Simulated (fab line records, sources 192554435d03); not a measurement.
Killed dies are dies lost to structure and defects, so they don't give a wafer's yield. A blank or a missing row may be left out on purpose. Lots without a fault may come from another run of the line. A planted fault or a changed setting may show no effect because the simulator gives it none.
Which tool did it? | flow n5_finfet | 24 lots, 72 wafers sampled, at 6 steps of a route of 1938

WHAT THE GAUGES READ, wafer by wafer
N5_BEOL_M0_SAQP_THK_MEAS_05. Usual: thk_nm 59.8 nm, standard deviation 0.75.
lot  | measured     | on            | thk_nm (nm)    | flag
L074 | day 5 15:10  | film_metro-01 | 60.3 61.1 60.8 |
L075 | day 5 18:59  | film_metro-01 | 60.3 60.2 60.6 |
L076 | day 6 03:40  | film_metro-02 | 59.2 60.2 60.2 |
L077 | day 6 06:44  | film_metro-01 | 59.5 60.5 59.6 |
L078 | day 6 13:39  | film_metro-02 | 60.5 60.0 60.5 |
L079 | day 6 18:27  | film_metro-01 | 60.1 59.3 59.7 |
L080 | day 7 04:01  | film_metro-01 | 59.4 59.1 60.3 |
L081 | day 7 12:07  | film_metro-02 | 59.0 59.7 60.3 |
L082 | day 7 18:21  | film_metro-01 | 57.9 59.5 59.8 |
L083 | day 7 22:02  | film_metro-01 | 59.2 58.6 59.4 |
L084 | day 8 06:39  | film_metro-01 | 60.4 60.6 60.6 |
L085 | day 8 15:16  | film_metro-02 | 59.2 59.4 59.5 |
L086 | day 8 20:10  | film_metro-01 | 58.9 60.6 59.7 |
L087 | day 9 03:04  | film_metro-01 | 58.7 58.7 60.0 |
L088 | day 9 05:02  | film_metro-02 | 60.1 61.0 60.4 |
L089 | day 9 09:08  | film_metro-02 | 59.0 59.2 59.9 |
L090 | day 9 11:21  | film_metro-02 | 59.3 59.6 59.9 |
L092 | day 9 20:41  | film_metro-01 | 59.1 60.0 59.9 |
L091 | day 10 00:13 | film_metro-01 | 59.4 59.5 59.7 |
L093 | day 10 04:33 | film_metro-02 | 60.9 60.5 61.3 |
L094 | day 10 11:52 | film_metro-02 | 59.4 59.5 60.2 |
L095 | day 10 18:35 | film_metro-01 | 59.8 60.8 60.6 |
L096 | day 11 03:50 | film_metro-02 | 58.2 59.5 59.5 |
L097 | day 11 07:23 | film_metro-02 | 59.9 59.8 60.1 |

N5_BEOL_M0_CUTY_OVL_MEAS_58. Usual: M0_ABLK_OVL -0.6 nm, standard deviation 0.79.
lot  | measured     | on         | M0_ABLK_OVL (nm) | flag
L074 | day 5 22:11  | overlay-02 | -0.3 -1.7 -0.3   |
L075 | day 6 01:29  | overlay-02 | 0.6 0.0 0.6      |
L076 | day 6 09:55  | overlay-02 | -0.2 -0.6 0.2    |
L077 | day 6 12:47  | overlay-02 | -1.7 -0.7 -1.8   |
L078 | day 6 20:53  | overlay-01 | 0.7 0.5 0.5      |
L079 | day 7 01:50  | overlay-01 | -0.9 0.0 -0.1    |
L080 | day 7 14:34  | overlay-01 | -0.9 -1.9 -0.9   |
L081 | day 7 19:32  | overlay-02 | -0.3 -1.0 -0.9   |
L082 | day 8 00:22  | overlay-01 | -0.5 -1.4 -1.4   |
L083 | day 8 04:39  | overlay-01 | -0.6 -1.1 -1.7   |
L084 | day 8 12:48  | overlay-01 | -0.6 -0.5 0.2    |
L085 | day 8 23:48  | overlay-02 | -0.6 1.1 -0.2    |
L086 | day 9 04:28  | overlay-02 | -0.4 0.1 0.7     |
L087 | day 9 09:06  | overlay-02 | -1.1 -0.5 -0.3   |
L088 | day 9 11:24  | overlay-01 | -1.5 -1.3 -0.3   |
L089 | day 9 15:14  | overlay-02 | 1.4 -0.3 0.9     |
L090 | day 9 17:43  | overlay-02 | -2.0 -0.7 -0.8   |
L092 | day 10 02:33 | overlay-01 | -1.5 -0.8 -1.3   |
L091 | day 10 06:56 | overlay-02 | -1.0 -0.9 -1.5   |
L093 | day 10 11:00 | overlay-02 | -0.6 0.1 -0.7    |
L094 | day 10 18:44 | overlay-01 | -1.1 -1.6 -0.6   |
L095 | day 11 00:37 | overlay-01 | -0.7 -0.2 -1.2   |
L096 | day 11 09:46 | overlay-02 | -1.6 -1.1 -1.5   |
L097 | day 11 13:19 | overlay-02 | -0.1 -0.4 -0.1   |

WHICH TOOL RAN EACH LOT (tool, then ch and the chambers of the sampled wafers, then the start)
lot  | N5_BEOL_M0_SAQP_PECVD_03        | N5_BEOL_M0_SAQP_MANDREL_ETCH_20  | N5_BEOL_M0_SAQP_STRIP_108          | N5_BEOL_M0_SAQP_ETCH_88
L074 | pecvd-03 ch 1,2, day 5 14:58    | rie_si-02 ch 0,2,3, day 5 16:01  | rie_diel-02 ch 0,1,2, day 5 18:26  | rie_diel-04 ch 0,1, day 5 20:31
L075 | pecvd-01 ch 0,1,2, day 5 18:46  | rie_si-02 ch 1,2,3, day 5 19:59  | rie_diel-04 ch 2,3, day 5 22:13    | rie_diel-04 ch 0,3, day 5 23:46
L076 | pecvd-01 ch 0,1, day 6 03:27    | rie_si-01 ch 2,3, day 6 04:31    | rie_diel-04 ch 0,3, day 6 06:40    | rie_diel-06 ch 0,3, day 6 08:19
L077 | pecvd-04 ch 0,2, day 6 06:26    | rie_si-02 ch 0,2, day 6 07:35    | rie_diel-06 ch 0,2, day 6 09:53    | rie_diel-02 ch 1,2, day 6 11:35
L078 | pecvd-03 ch 0,1,2, day 6 13:27  | rie_si-03 ch 0,1, day 6 14:29    | rie_diel-02 ch 0,1,2, day 6 16:50  | rie_diel-02 ch 0,1, day 6 18:56
L079 | pecvd-01 ch 0,2, day 6 18:14    | rie_si-03 ch 0,3, day 6 19:50    | rie_diel-02 ch 0,2,3, day 6 22:07  | rie_diel-02 ch 1,2,3, day 7 00:39
L080 | pecvd-03 ch 1,2, day 7 03:49    | rie_si-02 ch 0,2,3, day 7 04:52  | rie_diel-06 ch 1,2, day 7 09:18    | rie_diel-02 ch 0,2,3, day 7 12:55
L081 | pecvd-04 ch 0,2, day 7 11:54    | rie_si-03 ch 0,1,2, day 7 13:10  | rie_diel-06 ch 0,3, day 7 15:50    | rie_diel-06 ch 0,1,3, day 7 17:23
L082 | pecvd-04 ch 0,1, day 7 18:08    | rie_si-03 ch 1,2, day 7 19:12    | rie_diel-06 ch 1,3, day 7 21:28    | rie_diel-06 ch 0,2,3, day 7 23:04
L083 | pecvd-01 ch 0,2, day 7 21:49    | rie_si-03 ch 0,1,2, day 7 22:58  | rie_diel-04 ch 0,1,3, day 8 01:35  | rie_diel-06 ch 0,2,3, day 8 03:22
L084 | pecvd-03 ch 1,2, day 8 06:26    | rie_si-02 ch 0,1, day 8 07:35    | rie_diel-06 ch 1,2, day 8 09:41    | rie_diel-06 ch 1,2,3, day 8 11:30
L085 | pecvd-04 ch 0,1,2, day 8 15:04  | rie_si-01 ch 0,1, day 8 16:14    | rie_diel-06 ch 1,2,3, day 8 18:26  | rie_diel-04 ch 1,3, day 8 21:22
L086 | pecvd-04 ch 0,2, day 8 19:58    | rie_si-03 ch 0,2,3, day 8 21:25  | rie_diel-02 ch 0,3, day 9 00:19    | rie_diel-06 ch 0,1, day 9 03:18
L087 | pecvd-04 ch 0,2, day 9 02:50    | rie_si-01 ch 2,3, day 9 03:57    | rie_diel-06 ch 1,2,3, day 9 06:04  | rie_diel-02 ch 1,2,3, day 9 07:48
L088 | pecvd-04 ch 0,1,2, day 9 04:50  | rie_si-01 ch 0,1, day 9 05:53    | rie_diel-02 ch 1,2,3, day 9 08:29  | rie_diel-04 ch 0,1,3, day 9 10:01
L089 | pecvd-04 ch 1,2, day 9 08:55    | rie_si-02 ch 0,1,2, day 9 09:58  | rie_diel-06 ch 1,2,3, day 9 12:07  | rie_diel-02 ch 0,1,2, day 9 13:56
L090 | pecvd-03 ch 0,1,2, day 9 11:08  | rie_si-03 ch 2,3, day 9 12:13    | rie_diel-02 ch 0,1,2, day 9 14:52  | rie_diel-06 ch 1,2, day 9 16:25
L092 | pecvd-04 ch 0, day 9 20:22      | rie_si-02 ch 0,1,2, day 9 21:31  | rie_diel-02 ch 0,1,2, day 9 23:40  | rie_diel-04 ch 0,1,3, day 10 01:22
L091 | pecvd-04 ch 0,1, day 9 23:55    | rie_si-03 ch 0,1,3, day 10 01:09 | rie_diel-04 ch 1,2,3, day 10 04:11 | rie_diel-06 ch 0,1,2, day 10 05:44
L093 | pecvd-01 ch 0,1, day 10 04:20   | rie_si-03 ch 0,3, day 10 05:17   | rie_diel-02 ch 1,2, day 10 08:05   | rie_diel-04 ch 1,3, day 10 09:37
L094 | pecvd-01 ch 0,1,2, day 10 11:39 | rie_si-02 ch 0,3, day 10 12:43   | rie_diel-04 ch 0,1,3, day 10 15:28 | rie_diel-06 ch 2,3, day 10 17:09
L095 | pecvd-03 ch 0,2, day 10 18:17   | rie_si-02 ch 0,1,2, day 10 19:25 | rie_diel-06 ch 2,3, day 10 21:31   | rie_diel-04 ch 0,2,3, day 10 23:10
L096 | pecvd-04 ch 0,2, day 11 03:32   | rie_si-03 ch 2,3, day 11 04:34   | rie_diel-04 ch 0,1,3, day 11 07:00 | rie_diel-02 ch 0,3, day 11 08:28
L097 | pecvd-04 ch 0,1,2, day 11 07:11 | rie_si-03 ch 0,2,3, day 11 08:14 | rie_diel-04 ch 1,2, day 11 10:34   | rie_diel-02 ch 1,2,3, day 11 12:01
- N5_BEOL_M0_SAQP_PECVD_03: deposits SiCN from 3MS/NH3, target thk 12 nm, time 21.1 s.
- N5_BEOL_M0_SAQP_MANDREL_ETCH_20: etches a-Si in HBr/Cl2, stops on SiNx, target depth 60 nm, bt time 10 s, time 30 s.
- N5_BEOL_M0_SAQP_STRIP_108: strips in N2/H2.
- N5_BEOL_M0_SAQP_ETCH_88: etches underlayer in N2/H2, target depth 6.5 nm, time 5.2 s.

WHAT THE TOOLS THEMSELVES READ (means of the sampled wafers that have a number; where no wafer has one, the mark that the record gives instead)
N5_BEOL_M0_SAQP_PECVD_03. Usual: showerhead_plenum_p_Torr 3.667 Torr, standard deviation 0.021; throttle_valve_pct 9.1 %, standard deviation 0.45.
lot  | tool     | showerhead_plenum_p_Torr (Torr) | throttle_valve_pct (%) | flag
L074 | pecvd-03 | 3.664                           | 8.5                    |
L075 | pecvd-01 | 3.655                           | 8.9                    |
L076 | pecvd-01 | 3.673                           | 9.3                    |
L077 | pecvd-04 | 3.679                           | 8.9                    |
L078 | pecvd-03 | 3.669                           | 8.8                    |
L079 | pecvd-01 | 3.632                           | 9.1                    |
L080 | pecvd-03 | 3.664                           | 8.4                    |
L081 | pecvd-04 | 3.683                           | 9.1                    |
L082 | pecvd-04 | 3.662                           | 9.6                    |
L083 | pecvd-01 | 3.625                           | 8.9                    |
L084 | pecvd-03 | 3.659                           | 8.4                    |
L085 | pecvd-04 | 3.678                           | 9.3                    |
L086 | pecvd-04 | 3.681                           | 9.2                    |
L087 | pecvd-04 | 3.681                           | 9.3                    |
L088 | pecvd-04 | 3.675                           | 9.3                    |
L089 | pecvd-04 | 3.677                           | 9.4                    |
L090 | pecvd-03 | 3.671                           | 9.1                    |
L092 | pecvd-04 | 3.671                           | 8.9                    |
L091 | pecvd-04 | 3.666                           | 9.5                    |
L093 | pecvd-01 | 3.678                           | 9.4                    |
L094 | pecvd-01 | 3.650                           | 9.1                    |
L095 | pecvd-03 | 3.674                           | 8.8                    |
L096 | pecvd-04 | 3.677                           | 8.5                    |
L097 | pecvd-04 | 3.665                           | 9.0                    |

N5_BEOL_M0_SAQP_MANDREL_ETCH_20. Usual: HBr_flow_sccm 150.1 sccm, standard deviation 0.45; drypump_motor_current_A 5.68 A, standard deviation 0.25; oes_product_au 0.771 a.u., standard deviation 0.012; throttle_valve_pct 35.57 %, standard deviation 0.18.
lot  | tool      | HBr_flow_sccm (sccm) | drypump_motor_current_A (A) | oes_product_au (a.u.) | throttle_valve_pct (%) | flag
L074 | rie_si-02 | 149.5                | 5.71                        | 0.784                 | 35.63                  |
L075 | rie_si-02 | 150.2                | 5.80                        | 0.766                 | 35.50                  |
L076 | rie_si-01 | 149.7                | 5.87                        | 0.771                 | 35.55                  |
L077 | rie_si-02 | 150.0                | 5.70                        | 0.767                 | 35.73                  |
L078 | rie_si-03 | 150.6                | 5.70                        | 0.781                 | 35.38                  |
L079 | rie_si-03 | 149.8                | 5.82                        | 0.775                 | 35.59                  |
L080 | rie_si-02 | 150.2                | 5.73                        | 0.771                 | 35.65                  |
L081 | rie_si-03 | 149.9                | 5.61                        | 0.774                 | 35.53                  |
L082 | rie_si-03 | 150.2                | 5.54                        | 0.769                 | 35.68                  |
L083 | rie_si-03 | 149.7                | 5.62                        | 0.777                 | 35.54                  |
L084 | rie_si-02 | 150.3                | 5.31                        | 0.784                 | 35.57                  |
L085 | rie_si-01 | 150.3                | 5.43                        | 0.762                 | 35.52                  |
L086 | rie_si-03 | 149.8                | 5.75                        | 0.774                 | 35.60                  |
L087 | rie_si-01 | 150.2                | 5.77                        | 0.758                 | 35.74                  |
L088 | rie_si-01 | 149.7                | 5.39                        | 0.771                 | 35.50                  |
L089 | rie_si-02 | 150.1                | 5.57                        | 0.768                 | 35.59                  |
L090 | rie_si-03 | 149.9                | 5.67                        | 0.770                 | 35.74                  |
L092 | rie_si-02 | 150.1                | 5.55                        | 0.769                 | 35.58                  |
L091 | rie_si-03 | 150.0                | 5.68                        | 0.768                 | 35.50                  |
L093 | rie_si-03 | 150.0                | 5.81                        | 0.781                 | 35.58                  |
L094 | rie_si-02 | 149.8                | 5.49                        | 0.781                 | 35.63                  |
L095 | rie_si-02 | 150.4                | 5.58                        | 0.770                 | 35.57                  |
L096 | rie_si-03 | 149.7                | 5.72                        | 0.767                 | 35.73                  |
L097 | rie_si-03 | 150.0                | 5.74                        | 0.775                 | 35.60                  |

N5_BEOL_M0_SAQP_STRIP_108. Usual: drypump_motor_current_A 5.85 A, standard deviation 0.26; oes_product_au 0.76 a.u., standard deviation 0.076; rf_vpp_V 122.1 V, standard deviation 0.95; showerhead_plenum_p_Torr 3.39 Torr, standard deviation 0.098; throttle_valve_pct 19.0 %, standard deviation 0.32.
lot  | tool        | drypump_motor_current_A (A) | oes_product_au (a.u.) | rf_vpp_V (V) | showerhead_plenum_p_Torr (Torr) | throttle_valve_pct (%) | flag
L074 | rie_diel-02 | 5.79                        | 0.76                  | 121.4        | 3.31                            | 19.0                   |
L075 | rie_diel-04 | 5.71                        | 0.89                  | 122.4        | 3.31                            | 18.6                   |
L076 | rie_diel-04 | 5.62                        | 0.75                  | 122.9        | 3.40                            | 19.4                   |
L077 | rie_diel-06 | 5.83                        | 0.71                  | 121.6        | 3.46                            | 18.9                   |
L078 | rie_diel-02 | 5.77                        | 0.76                  | 122.2        | 3.31                            | 19.0                   |
L079 | rie_diel-02 | 5.68                        | 0.75                  | 121.5        | 3.35                            | 19.0                   |
L080 | rie_diel-06 | 5.86                        | 0.73                  | 122.7        | 3.48                            | 19.0                   |
L081 | rie_diel-06 | 6.05                        | 0.77                  | 122.2        | 3.32                            | 19.0                   |
L082 | rie_diel-06 | 6.02                        | 0.74                  | 122.8        | 3.39                            | 18.9                   |
L083 | rie_diel-04 | 5.85                        | 0.81                  | 122.2        | 3.47                            | 19.3                   |
L084 | rie_diel-06 | 5.85                        | 0.72                  | 122.9        | 3.48                            | 19.0                   |
L085 | rie_diel-06 | 5.98                        | 0.75                  | 121.7        | 3.40                            | 19.0                   |
L086 | rie_diel-02 | 5.77                        | 0.71                  | 122.3        | 3.40                            | 19.2                   |
L087 | rie_diel-06 | 5.96                        | 0.74                  | 122.0        | 3.39                            | 19.0                   |
L088 | rie_diel-02 | 5.62                        | 0.72                  | 121.9        | 3.33                            | 19.0                   |
L089 | rie_diel-06 | 5.96                        | 0.74                  | 122.3        | 3.39                            | 19.0                   |
L090 | rie_diel-02 | 5.78                        | 0.74                  | 122.3        | 3.30                            | 19.0                   |
L092 | rie_diel-02 | 5.77                        | 0.74                  | 122.1        | 3.30                            | 19.0                   |
L091 | rie_diel-04 | 5.86                        | 0.84                  | 122.2        | 3.39                            | 18.9                   |
L093 | rie_diel-02 | 5.72                        | 0.72                  | 122.3        | 3.29                            | 19.0                   |
L094 | rie_diel-04 | 5.85                        | 0.79                  | 123.0        | 3.46                            | 19.3                   |
L095 | rie_diel-06 | 5.92                        | 0.74                  | 121.9        | 3.40                            | 19.1                   |
L096 | rie_diel-04 | 5.86                        | 0.79                  | 122.0        | 3.45                            | 19.4                   |
L097 | rie_diel-04 | 6.13                        | 0.90                  | 122.9        | 3.46                            | 18.8                   |

N5_BEOL_M0_SAQP_ETCH_88. Usual: drypump_motor_current_A 5.83 A, standard deviation 0.26; etch_rf_on_time_s 5.20 s, standard deviation 0.096; oes_product_au 0.65 a.u., standard deviation 0.072; rf_vpp_V 524.5 V, standard deviation 2.5; showerhead_plenum_p_Torr 2.57 Torr, standard deviation 0.079; throttle_valve_pct 17.97 %, standard deviation 0.25.
lot  | tool        | drypump_motor_current_A (A) | etch_rf_on_time_s (s) | oes_product_au (a.u.) | rf_vpp_V (V) | showerhead_plenum_p_Torr (Torr) | throttle_valve_pct (%) | flag
L074 | rie_diel-04 | 6.13                        | 5.08                  | 0.81                  | 528.1        | 2.69                            | 17.98                  |
L075 | rie_diel-04 | 5.70                        | 5.12                  | 0.67                  | 525.8        | 2.62                            | 18.19                  |
L076 | rie_diel-06 | 6.06                        | 5.31                  | 0.66                  | 523.8        | 2.52                            | 17.98                  |
L077 | rie_diel-02 | 5.49                        | 5.18                  | 0.66                  | 522.0        | 2.48                            | 17.83                  |
L078 | rie_diel-02 | 6.04                        | 5.27                  | 0.64                  | 523.4        | 2.53                            | 18.08                  |
L079 | rie_diel-02 | 5.61                        | 5.31                  | 0.61                  | 523.7        | 2.53                            | 17.96                  |
L080 | rie_diel-02 | 5.67                        | 5.26                  | 0.63                  | 525.3        | 2.54                            | 17.94                  |
L081 | rie_diel-06 | 5.98                        | 5.22                  | 0.63                  | 524.8        | 2.56                            | 17.98                  |
L082 | rie_diel-06 | 5.92                        | 5.20                  | 0.64                  | 524.2        | 2.57                            | 18.02                  |
L083 | rie_diel-06 | 5.93                        | 5.20                  | 0.63                  | 525.2        | 2.57                            | 18.03                  |
L084 | rie_diel-06 | 5.96                        | 5.23                  | 0.64                  | 523.8        | 2.57                            | 17.97                  |
L085 | rie_diel-04 | 5.72                        | 5.12                  | 0.68                  | 524.2        | 2.58                            | 18.11                  |
L086 | rie_diel-06 | 5.86                        | 5.25                  | 0.58                  | 526.2        | 2.61                            | 18.05                  |
L087 | rie_diel-02 | 5.62                        | 5.22                  | 0.62                  | 524.1        | 2.52                            | 17.98                  |
L088 | rie_diel-04 | 5.85                        | 5.13                  | 0.68                  | 524.9        | 2.62                            | 18.12                  |
L089 | rie_diel-02 | 5.76                        | 5.23                  | 0.63                  | 523.4        | 2.50                            | 18.00                  |
L090 | rie_diel-06 | 5.90                        | 5.21                  | 0.60                  | 525.6        | 2.62                            | 17.94                  |
L092 | rie_diel-04 | 5.87                        | 5.08                  | 0.68                  | 526.7        | 2.62                            | 18.14                  |
L091 | rie_diel-06 | 5.86                        | 5.18                  | 0.60                  | 525.8        | 2.62                            | 18.04                  |
L093 | rie_diel-04 | 5.72                        | 5.12                  | 0.67                  | 526.2        | 2.57                            | 18.14                  |
L094 | rie_diel-06 | 6.04                        | 5.28                  | 0.65                  | 523.6        | 2.51                            | 18.00                  |
L095 | rie_diel-04 | 5.71                        | 5.18                  | 0.67                  | 523.0        | 2.55                            | 17.90                  |
L096 | rie_diel-02 | 5.75                        | 5.17                  | 0.77                  | 524.7        | 2.58                            | 17.80                  |
L097 | rie_diel-02 | 5.62                        | 5.25                  | 0.69                  | 522.5        | 2.51                            | 17.86                  |

THE ANSWER, worked out from the rows above alone
Rule: a lot is off if the mean of its wafers that have a number lies more than 3 standard deviations from the usual mean. A lot without any number at a reading at which 4 lots or more have one is off too. The other lots that the step has rows for count as sound. The gauges are gone through in route order, then the tools' own readings, and for those a lot's mean is taken as printed above. The first step at which some lot is off is used, and at that step the reading that is off furthest; a lot without a number counts as furthest.
No lot is off at any reading shown: from this, nothing can be told.

WHAT THE SIMULATOR HAD PUT IN
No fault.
